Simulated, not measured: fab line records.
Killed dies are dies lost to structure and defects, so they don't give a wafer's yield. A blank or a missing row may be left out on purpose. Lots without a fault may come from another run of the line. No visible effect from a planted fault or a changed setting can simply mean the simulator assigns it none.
Which tool is to blame? | flow nandHarc | Sampling: 24 lots, 72 wafers, 6 of 1302 route steps

WHAT EACH GAUGE READ, for each wafer
NHARC_P_BONDPAD_INSPECT_23. Usual: rawDefectCount reads 322 (standard deviation 110).
lot  | measured     | on               | rawDefectCount | flag
L074 | day 6 16:01  | defectInspect-01 | 156 252 248    | 
L075 | day 7 03:03  | defectInspect-01 | 447 445 462    | 
L076 | day 7 12:04  | defectInspect-01 | 503 372 538    | 
L077 | day 8 04:21  | defectInspect-02 | 608 413 304    | 
L078 | day 8 08:01  | defectInspect-02 | 270 286 206    | 
L079 | day 8 15:25  | defectInspect-02 | 616 497 538    | 
L080 | day 9 11:48  | defectInspect-02 | 229 171 174    | 
L081 | day 9 17:56  | defectInspect-01 | 385 240 284    | 
L082 | day 10 01:59 | defectInspect-02 | 194 345 346    | 
L083 | day 10 18:37 | defectInspect-01 | 412 304 314    | 
L084 | day 10 21:50 | defectInspect-01 | 304 272 251    | 
L085 | day 11 07:02 | defectInspect-02 | 220 229 264    | 
L086 | day 11 14:26 | defectInspect-01 | 278 377 374    | 
L087 | day 11 21:46 | defectInspect-01 | 216 355 255    | 
L088 | day 12 23:30 | defectInspect-01 | 214 200 193    | 
L089 | day 13 00:32 | defectInspect-02 | 333 364 198    | 
L091 | day 14 00:34 | defectInspect-01 | 299 296 361    | 
L090 | day 14 01:28 | defectInspect-01 | 184 401 307    | 
L093 | day 14 13:59 | defectInspect-02 | 246 174 199    | 
L092 | day 14 14:19 | defectInspect-01 | 463 390 293    | 
L094 | day 15 05:41 | defectInspect-01 | 414 273 365    | 
L095 | day 15 18:01 | defectInspect-02 | 235 286 349    | 
L096 | day 15 22:30 | defectInspect-01 | 260 165 270    | 
L097 | day 15 23:40 | defectInspect-02 | 226 304 280    | 

EACH LOT AND THE TOOL THAT RAN IT (in order: tool; ch and the chambers of the sampled wafers; start)
lot  | NHARC_P_M0_DESCUM_14              | NHARC_P_M2_STRIP_18               | NHARC_P_BONDPAD_DEP_00                    | NHARC_P_BONDPAD_ETCH_24                      | NHARC_P_BONDPAD_CMP_19
L074 | rieDiel-05 ch 1,2,3, day 6 00:43  | rieDiel-13 ch 2,3, day 6 09:23    | pecvd-03 ch 0,2, day 6 12:12              | rieDiel-10 ch 0,1, day 6 15:34 or earlier    | cmp-03 ch 0,2,3, day 6 15:34
L075 | rieDiel-08 ch 0,1, day 6 11:42    | rieDiel-07 ch 1,2,3, day 6 20:22  | pecvd-02 ch 0,1,2, day 7 02:32 or earlier | rieDiel-01 ch 2,3, day 7 02:32 or earlier    | cmp-02 ch 1,2, day 7 02:32
L076 | rieDiel-05 ch 0,1,2, day 6 20:38  | rieDiel-07 ch 0,1,2, day 7 05:15  | pecvd-02 ch 0,1,2, day 7 08:02            | rieDiel-02 ch 0,2,3, day 7 11:33 or earlier  | cmp-03 ch 0,1,3, day 7 11:33
L077 | rieDiel-12 ch 0,1, day 7 12:41    | rieDiel-07 ch 1,3, day 7 21:32    | pecvd-01 ch 0,1,2, day 8 00:22            | rieDiel-10 ch 0,1,3, day 8 03:51 or earlier  | cmp-02 ch 0,1,3, day 8 03:51
L078 | rieDiel-05 ch 0,1,2, day 7 16:41  | rieDiel-07 ch 1,2,3, day 8 01:14  | pecvd-02 ch 0,1, day 8 04:01              | rieDiel-01 ch 0,1,2, day 8 07:32 or earlier  | cmp-03 ch 0,2, day 8 07:32
L079 | rieDiel-08 ch 2,3, day 7 23:59    | rieDiel-09 ch 1,2,3, day 8 08:43  | pecvd-02 ch 0,1,2, day 8 11:28            | rieDiel-02 ch 0,1,2, day 8 14:54 or earlier  | cmp-02 ch 0,1,2, day 8 14:54
L080 | rieDiel-08 ch 2,3, day 8 20:17    | rieDiel-13 ch 0,2,3, day 9 05:00  | pecvd-01 ch 0,1, day 9 07:43              | rieDiel-02 ch 2,3, day 9 09:43               | cmp-03 ch 1,2, day 9 11:15
L081 | rieDiel-05 ch 1,2, day 9 02:17    | rieDiel-13 ch 0,1, day 9 10:49    | pecvd-01 ch 0,1,2, day 9 13:55            | rieDiel-10 ch 1,2,3, day 9 15:56             | cmp-01 ch 0,2,3, day 9 17:28
L082 | rieDiel-05 ch 1,2, day 9 10:27    | rieDiel-09 ch 0,1,2, day 9 19:13  | pecvd-01 ch 0,1,2, day 9 21:58            | rieDiel-01 ch 1,2,3, day 10 01:26 or earlier | cmp-03 ch 0,2, day 10 01:26
L083 | rieDiel-05 ch 0,1,3, day 10 03:21 | rieDiel-13 ch 0,1,3, day 10 11:47 | pecvd-03 ch 0,2, day 10 14:37             | rieDiel-01 ch 0,1,3, day 10 18:04 or earlier | cmp-01 ch 0,1,3, day 10 18:04
L084 | rieDiel-05 ch 0,1, day 10 06:32   | rieDiel-09 ch 0,1,2, day 10 15:06 | pecvd-03 ch 0,2, day 10 21:20 or earlier  | rieDiel-02 ch 0,1,2, day 10 21:20 or earlier | cmp-01 ch 0,2,3, day 10 21:20
L085 | rieDiel-08 ch 2,3, day 10 14:47   | rieDiel-07 ch 0,1, day 11 00:12   | pecvd-01 ch 0,2, day 11 02:56             | rieDiel-01 ch 2,3, day 11 06:29 or earlier   | cmp-03 ch 0,3, day 11 06:29
L086 | rieDiel-08 ch 1,2, day 10 23:16   | rieDiel-09 ch 0,1,3, day 11 07:43 | pecvd-01 ch 0,1, day 11 10:31             | rieDiel-01 ch 0,1, day 11 13:57 or earlier   | cmp-02 ch 0,1,2, day 11 13:57
L087 | rieDiel-05 ch 0,1,2, day 11 06:28 | rieDiel-13 ch 0,3, day 11 14:56   | pecvd-03 ch 0,1, day 11 17:44             | rieDiel-02 ch 1,3, day 11 19:44              | cmp-01 ch 0,2,3, day 11 21:14
L088 | rieDiel-08 ch 2,3, day 12 06:44   | rieDiel-09 ch 0,1,3, day 12 16:47 | pecvd-03 ch 1,2, day 12 19:33             | rieDiel-01 ch 0,1,2, day 12 23:02 or earlier | cmp-02 ch 0,1,2, day 12 23:02
L089 | rieDiel-08 ch 0,1,2, day 12 07:39 | rieDiel-13 ch 1,2,3, day 12 17:07 | pecvd-01 ch 0,1,2, day 12 19:52           | rieDiel-01 ch 1,2,3, day 13 00:00 or earlier | cmp-02 ch 0,1,3, day 13 00:00
L091 | rieDiel-08 ch 0,1,3, day 13 09:04 | rieDiel-07 ch 0,1,2, day 13 17:43 | pecvd-03 ch 0,1,2, day 13 20:26           | rieDiel-02 ch 0,2,3, day 13 23:57 or earlier | cmp-01 ch 0,1,2, day 13 23:57
L090 | rieDiel-12 ch 0,1,3, day 13 09:46 | rieDiel-09 ch 0,3, day 13 18:40   | pecvd-03 ch 0,2, day 13 21:27             | rieDiel-02 ch 1,2,3, day 14 00:59 or earlier | cmp-03 ch 1,2,3, day 14 00:59
L093 | rieDiel-12 ch 0,3, day 13 21:53   | rieDiel-13 ch 0,1,2, day 14 06:53 | pecvd-03 ch 0,1, day 14 09:50             | rieDiel-02 ch 0,2, day 14 13:28 or earlier   | cmp-03 ch 2,3, day 14 13:28
L092 | rieDiel-05 ch 0,1,3, day 13 22:47 | rieDiel-09 ch 0,1, day 14 07:28   | pecvd-03 ch 0,1, day 14 10:14             | rieDiel-10 ch 2,3, day 14 12:16              | cmp-02 ch 1,2,3, day 14 13:46
L094 | rieDiel-08 ch 0,2,3, day 14 14:26 | rieDiel-13 ch 0,1,2, day 14 23:04 | pecvd-03 ch 0,1,2, day 15 01:49           | rieDiel-02 ch 0,1, day 15 05:08 or earlier   | cmp-01 ch 1,2, day 15 05:08
L095 | rieDiel-08 ch 0,1,3, day 15 02:14 | rieDiel-09 ch 0,1,3, day 15 11:13 | pecvd-02 ch 0,1, day 15 14:02             | rieDiel-01 ch 1,2,3, day 15 17:31 or earlier | cmp-02 ch 0,1,2, day 15 17:31
L096 | rieDiel-05 ch 0,1,2, day 15 07:05 | rieDiel-09 ch 0,1,2, day 15 15:49 | pecvd-02 ch 0,1,2, day 15 18:36           | rieDiel-02 ch 2,3, day 15 21:59 or earlier   | cmp-03 ch 0,1,2, day 15 21:59
L097 | rieDiel-05 ch 1,2, day 15 08:17   | rieDiel-07 ch 0,3, day 15 16:55   | pecvd-01 ch 0,1,2, day 15 19:47           | rieDiel-01 ch 1,2,3, day 15 23:09 or earlier | cmp-02 ch 0,1, day 15 23:09
- NHARC_P_M0_DESCUM_14: chemistry O2, time 3 s.
- NHARC_P_M2_STRIP_18: strips in N2/H2.
- NHARC_P_BONDPAD_DEP_00: deposits SiCN, target thk 250 nm.
- NHARC_P_BONDPAD_ETCH_24: etches the open film in CF4/N2, target depth 30 nm, time 72.99 s.
- NHARC_P_BONDPAD_CMP_19: polishes, t overpolish 30 s, cu recess touch 16 s, target thk 160.81 nm.

AS READ BY THE TOOLS THEMSELVES (means over the sampled wafers that have a number; for cases with no such wafer, the mark the record gives instead)
NHARC_P_M0_DESCUM_14. Usual: drypumpMotorCurrentA 5.91 A, standard deviation 0.27; oesProductAu 1.002 a.u., standard deviation 0.014; rfVppV 57.8 V, standard deviation 0.79; showerheadPlenumPTorr 1.89 Torr, standard deviation 0.055; throttleValvePct 11.312 %, standard deviation 0.0098.
lot  | tool       | drypumpMotorCurrentA (A) | oesProductAu (a.u.) | rfVppV (V) | showerheadPlenumPTorr (Torr) | throttleValvePct (%) | flag
L074 | rieDiel-05 | 5.97                     | 0.990               | 58.0       | 1.87                         | 11.311               | 
L075 | rieDiel-08 | 6.05                     | 1.006               | 58.7       | 1.95                         | 11.319               | 
L076 | rieDiel-05 | 5.84                     | 0.993               | 57.7       | 1.88                         | 11.317               | 
L077 | rieDiel-12 | 5.83                     | 0.998               | 57.8       | 1.92                         | 11.320               | 
L078 | rieDiel-05 | 5.86                     | 1.000               | 58.2       | 1.88                         | 11.305               | 
L079 | rieDiel-08 | 5.85                     | 0.999               | 57.8       | 1.86                         | 11.310               | 
L080 | rieDiel-08 | 5.86                     | 1.008               | 58.4       | 1.86                         | 11.313               | 
L081 | rieDiel-05 | 6.08                     | 0.987               | 58.1       | 1.89                         | 11.316               | 
L082 | rieDiel-05 | 6.06                     | 0.989               | 57.4       | 1.89                         | 11.316               | 
L083 | rieDiel-05 | 5.74                     | 1.006               | 57.3       | 1.85                         | 11.307               | 
L084 | rieDiel-05 | 5.85                     | 1.014               | 57.5       | 1.84                         | 11.311               | 
L085 | rieDiel-08 | 5.88                     | 1.025               | 57.8       | 1.86                         | 11.318               | 
L086 | rieDiel-08 | 6.23                     | 1.011               | 57.4       | 1.95                         | 11.309               | 
L087 | rieDiel-05 | 5.86                     | 1.008               | 58.4       | 1.87                         | 11.314               | 
L088 | rieDiel-08 | 6.09                     | 1.011               | 58.0       | 1.91                         | 11.313               | 
L089 | rieDiel-08 | 6.14                     | 1.010               | 58.1       | 1.94                         | 11.315               | 
L091 | rieDiel-08 | 5.91                     | 0.998               | 58.1       | 1.89                         | 11.313               | 
L090 | rieDiel-12 | 5.76                     | 0.994               | 58.1       | 1.87                         | 11.316               | 
L093 | rieDiel-12 | 5.73                     | 1.001               | 57.2       | 1.85                         | 11.311               | 
L092 | rieDiel-05 | 5.74                     | 0.995               | 58.0       | 1.85                         | 11.316               | 
L094 | rieDiel-08 | 6.00                     | 1.003               | 57.5       | 1.90                         | 11.308               | 
L095 | rieDiel-08 | 5.90                     | 1.010               | 58.0       | 1.89                         | 11.316               | 
L096 | rieDiel-05 | 5.85                     | 1.011               | 57.6       | 1.86                         | 11.313               | 
L097 | rieDiel-05 | 6.06                     | 1.024               | 57.7       | 1.83                         | 11.315               | 

NHARC_P_M2_STRIP_18. Usual: drypumpMotorCurrentA 5.7 A, standard deviation 0.5; h2FlowSccm 150.0 sccm, standard deviation 0.43; oesProductAu 0.996 a.u., standard deviation 0.017; rfVppV 91.0 V, standard deviation 1.1; showerheadPlenumPTorr 2.08 Torr, standard deviation 0.094; throttleValvePct 14.171 %, standard deviation 0.0084.
lot  | tool       | drypumpMotorCurrentA (A) | h2FlowSccm (sccm) | oesProductAu (a.u.) | rfVppV (V) | showerheadPlenumPTorr (Torr) | throttleValvePct (%) | flag
L074 | rieDiel-13 | 6.3                      | 150.5             | 1.014               | 91.5       | 2.04                         | 14.161               | 
L075 | rieDiel-07 | 5.4                      | 149.8             | 0.999               | 90.5       | 2.02                         | 14.165               | 
L076 | rieDiel-07 | 5.7                      | 150.0             | 1.000               | 89.8       | 2.01                         | 14.177               | 
L077 | rieDiel-07 | 5.2                      | 150.6             | 0.988               | 92.1       | 2.11                         | 14.178               | 
L078 | rieDiel-07 | 5.5                      | 150.0             | 0.999               | 90.4       | 2.02                         | 14.168               | 
L079 | rieDiel-09 | 5.6                      | 149.7             | 0.987               | 92.3       | 2.18                         | 14.170               | 
L080 | rieDiel-13 | 6.1                      | 149.8             | 1.004               | 89.8       | 2.05                         | 14.170               | 
L081 | rieDiel-13 | 5.5                      | 150.0             | 0.999               | 91.1       | 2.08                         | 14.172               | 
L082 | rieDiel-09 | 5.5                      | 150.3             | 0.987               | 91.4       | 2.13                         | 14.180               | 
L083 | rieDiel-13 | 5.6                      | 149.9             | 1.008               | 91.2       | 2.06                         | 14.173               | 
L084 | rieDiel-09 | 5.5                      | 149.8             | 0.986               | 91.0       | 2.13                         | 14.161               | 
L085 | rieDiel-07 | 6.0                      | 149.9             | 0.985               | 90.7       | 2.04                         | 14.168               | 
L086 | rieDiel-09 | 5.6                      | 150.0             | 0.987               | 92.0       | 2.13                         | 14.168               | 
L087 | rieDiel-13 | 5.9                      | 150.4             | 1.009               | 90.0       | 2.01                         | 14.175               | 
L088 | rieDiel-09 | 5.6                      | 149.8             | 0.998               | 90.3       | 2.13                         | 14.170               | 
L089 | rieDiel-13 | 5.9                      | 150.2             | 1.019               | 90.2       | 2.10                         | 14.172               | 
L091 | rieDiel-07 | 5.7                      | 150.0             | 0.987               | 90.9       | 2.01                         | 14.169               | 
L090 | rieDiel-09 | 5.4                      | 150.0             | 0.971               | 92.2       | 2.11                         | 14.162               | 
L093 | rieDiel-13 | 5.7                      | 149.6             | 1.009               | 90.1       | 2.11                         | 14.163               | 
L092 | rieDiel-09 | 5.5                      | 149.9             | 0.975               | 91.3       | 2.08                         | 14.175               | 
L094 | rieDiel-13 | 5.7                      | 150.1             | 1.010               | 91.0       | 2.11                         | 14.165               | 
L095 | rieDiel-09 | 5.6                      | 149.8             | 0.998               | 91.8       | 2.13                         | 14.163               | 
L096 | rieDiel-09 | 5.5                      | 149.6             | 1.004               | 92.0       | 2.13                         | 14.166               | 
L097 | rieDiel-07 | 6.2                      | 150.1             | 0.993               | 90.1       | 1.98                         | 14.171               | 

NHARC_P_BONDPAD_DEP_00. Usual: heaterPowerW reads 608 W (standard deviation 85).
lot  | tool     | heaterPowerW (W) | flag
L074 | pecvd-03 | 554              | 
L075 | pecvd-02 | 542              | 
L076 | pecvd-02 | 536              | 
L077 | pecvd-01 | 612              | 
L078 | pecvd-02 | 491              | 
L079 | pecvd-02 | 559              | 
L080 | pecvd-01 | 685              | 
L081 | pecvd-01 | 683              | 
L082 | pecvd-01 | 634              | 
L083 | pecvd-03 | 556              | 
L084 | pecvd-03 | 602              | 
L085 | pecvd-01 | 625              | 
L086 | pecvd-01 | 717              | 
L087 | pecvd-03 | 664              | 
L088 | pecvd-03 | 566              | 
L089 | pecvd-01 | 649              | 
L091 | pecvd-03 | 602              | 
L090 | pecvd-03 | 579              | 
L093 | pecvd-03 | 660              | 
L092 | pecvd-03 | 697              | 
L094 | pecvd-03 | 594              | 
L095 | pecvd-02 | 530              | 
L096 | pecvd-02 | 611              | 
L097 | pecvd-01 | 590              | 

NHARC_P_BONDPAD_ETCH_24. Usual: drypumpMotorCurrentA 5.7 A, standard deviation 0.56; oesProductAu 1.003 a.u., standard deviation 0.015; rfVppV 313.9 V, standard deviation 2.1; showerheadPlenumPTorr 2.61 Torr, standard deviation 0.12; throttleValvePct 19.794 %, standard deviation 0.0085.
lot  | tool       | drypumpMotorCurrentA (A) | oesProductAu (a.u.) | rfVppV (V) | showerheadPlenumPTorr (Torr) | throttleValvePct (%) | flag
L074 | rieDiel-10 | 5.4                      | 1.005               | 315.3      | 2.70                         | 19.798               | 
L075 | rieDiel-01 | 5.9                      | 0.999               | 313.1      | 2.53                         | 19.792               | 
L076 | rieDiel-02 | 5.5                      | 0.999               | 312.3      | 2.52                         | 19.789               | 
L077 | rieDiel-10 | 5.2                      | 1.005               | 315.3      | 2.70                         | 19.794               | 
L078 | rieDiel-01 | 5.8                      | 0.999               | 315.0      | 2.71                         | 19.781               | 
L079 | rieDiel-02 | 5.6                      | 0.984               | 313.7      | 2.60                         | 19.799               | 
L080 | rieDiel-02 | 5.4                      | 1.003               | 312.8      | 2.54                         | 19.795               | 
L081 | rieDiel-10 | 5.6                      | 1.013               | 315.0      | 2.71                         | 19.799               | 
L082 | rieDiel-01 | 5.7                      | 1.016               | 313.6      | 2.62                         | 19.789               | 
L083 | rieDiel-01 | 5.8                      | 1.018               | 315.1      | 2.68                         | 19.789               | 
L084 | rieDiel-02 | 5.6                      | 0.991               | 313.6      | 2.59                         | 19.799               | 
L085 | rieDiel-01 | 5.9                      | 1.012               | 312.7      | 2.53                         | 19.800               | 
L086 | rieDiel-01 | 5.9                      | 1.013               | 316.6      | 2.78                         | 19.808               | 
L087 | rieDiel-02 | 6.4                      | 0.998               | 313.0      | 2.54                         | 19.791               | 
L088 | rieDiel-01 | 5.8                      | 1.011               | 315.5      | 2.71                         | 19.788               | 
L089 | rieDiel-01 | 5.7                      | 1.003               | 313.6      | 2.62                         | 19.797               | 
L091 | rieDiel-02 | 5.5                      | 0.991               | 312.1      | 2.51                         | 19.795               | 
L090 | rieDiel-02 | 5.9                      | 0.994               | 313.8      | 2.58                         | 19.786               | 
L093 | rieDiel-02 | 5.2                      | 0.986               | 312.8      | 2.53                         | 19.797               | 
L092 | rieDiel-10 | 5.7                      | 1.012               | 315.3      | 2.67                         | 19.797               | 
L094 | rieDiel-02 | 5.7                      | 0.987               | 313.4      | 2.57                         | 19.791               | 
L095 | rieDiel-01 | 5.7                      | 1.008               | 314.4      | 2.62                         | 19.792               | 
L096 | rieDiel-02 | 5.4                      | 1.000               | 313.1      | 2.53                         | 19.789               | 
L097 | rieDiel-01 | 5.7                      | 1.005               | 314.0      | 2.62                         | 19.796               | 

NHARC_P_BONDPAD_CMP_19. Usual: edgeZonePressureFrac 0.999, standard deviation 0.0051; motorCurrentA 12.3 A, standard deviation 1.5; overpolishRunS 30.001 s, standard deviation 0.0086.
lot  | tool   | edgeZonePressureFrac | motorCurrentA (A) | overpolishRunS (s) | flag
L074 | cmp-03 | 0.998                | 11.5              | 30.002             | 
L075 | cmp-02 | 1.002                | 11.8              | 30.003             | 
L076 | cmp-03 | 1.002                | 12.9              | 30.002             | 
L077 | cmp-02 | 0.999                | 12.5              | 30.001             | 
L078 | cmp-03 | 0.998                | 12.5              | 29.994             | 
L079 | cmp-02 | 1.001                | 12.1              | 30.003             | 
L080 | cmp-03 | 0.996                | 12.2              | 30.001             | 
L081 | cmp-01 | 0.999                | 11.9              | 29.997             | 
L082 | cmp-03 | 0.999                | 11.8              | 30.003             | 
L083 | cmp-01 | 0.993                | 11.8              | 30.001             | 
L084 | cmp-01 | 0.998                | 12.0              | 29.998             | 
L085 | cmp-03 | 0.992                | 12.7              | 30.003             | 
L086 | cmp-02 | 1.000                | 11.9              | 29.998             | 
L087 | cmp-01 | 1.003                | 11.5              | 29.999             | 
L088 | cmp-02 | 0.998                | 11.9              | 30.007             | 
L089 | cmp-02 | 1.001                | 12.7              | 30.010             | 
L091 | cmp-01 | 0.997                | 13.1              | 30.004             | 
L090 | cmp-03 | 0.997                | 11.6              | 30.006             | 
L093 | cmp-03 | 0.998                | 10.8              | 30.001             | 
L092 | cmp-02 | 0.999                | 12.6              | 30.001             | 
L094 | cmp-01 | 0.998                | 14.4              | 30.003             | 
L095 | cmp-02 | 0.999                | 12.2              | 30.004             | 
L096 | cmp-03 | 0.996                | 12.8              | 29.997             | 
L097 | cmp-02 | 1.004                | 12.1              | 30.007             | 

THE ANSWER, worked out from the rows above alone
Rule: lot off if the mean of its wafers having a number is beyond 3 standard deviations from the usual mean. Also off: a lot with no number at a reading for which 4 or more lots have one. All remaining lots with rows at the step are treated as sound. First the gauges in route order, then the tools' own readings, where a lot's mean is used as printed above. At the first step where some lot is off, the reading lying furthest off is the one used; lots without a number count as furthest.
No lot is off at any reading shown: from this, nothing can be told.

WHAT THE SIMULATOR HAD INSERTED
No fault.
